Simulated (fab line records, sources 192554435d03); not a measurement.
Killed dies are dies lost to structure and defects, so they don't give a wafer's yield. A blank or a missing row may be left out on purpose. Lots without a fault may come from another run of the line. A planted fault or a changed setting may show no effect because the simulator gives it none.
Chamber matching | flow n5_finfet | N5_BEOL_M8_ETCH_62 on rie_diel-03: 4 sister chambers
The step etches SOC in N2/H2, target depth 110 nm, overetch 22 nm, time 165 s. 8 wafers are shown with their chamber, then 9 later ones without.

WAFERS WITH THEIR CHAMBER
wafer  | chamber | drypump_motor_current_A (A) | showerhead_plenum_p_Torr (Torr)
L078.2 | 3       | 6.5                         | 2.62
L082.6 | 0       | 5.7                         | 2.73
L085.2 | 2       | 5.3                         | 2.42
L085.3 | 0       | 5.6                         | 2.73
L085.4 | 1       | 5.2                         | 2.59
L090.3 | 3       | 6.5                         | 2.61
L090.4 | 1       | 5.2                         | 2.59
L090.5 | 2       | 5.3                         | 2.42

WAFERS WITHOUT THEIR CHAMBER
wafer  | drypump_motor_current_A (A) | showerhead_plenum_p_Torr (Torr)
L088.1 | 5.3                         | 2.42
L088.3 | 5.7                         | 2.73
L088.6 | 5.7                         | 2.73
L094.1 | 5.2                         | 2.59
L094.2 | 5.7                         | 2.72
L094.5 | 5.2                         | 2.58
L096.2 | 5.3                         | 2.42
L096.4 | 5.2                         | 2.58
L096.5 | 5.6                         | 2.72

WHICH CHAMBER EACH WENT THROUGH
wafer  | from the rows above | in truth
L088.1 | 2                   | 2
L088.3 | 0                   | 0
L088.6 | 0                   | 0
L094.1 | 1                   | 1
L094.2 | 0                   | 0
L094.5 | 1                   | 1
L096.2 | 2                   | 2
L096.4 | 1                   | 1
L096.5 | 0                   | 0
Placed correctly: 9 of 9. Can't be placed from these rows: 0. Placed wrongly: 0.
How it was worked out, from the rows above alone: a wafer's distance from a chamber is the root of the sum, over the readings, of the square of ((its reading less the chamber's mean) divided by the reading's scatter). The wafer belongs to the nearest chamber; if the next one is less than 2 further off, it can't be placed. A chamber's mean is the mean of its shown wafers. The scatter: the root of (the sum of the squares of (reading less its chamber's mean) over the shown wafers, divided by (wafers less chambers)).
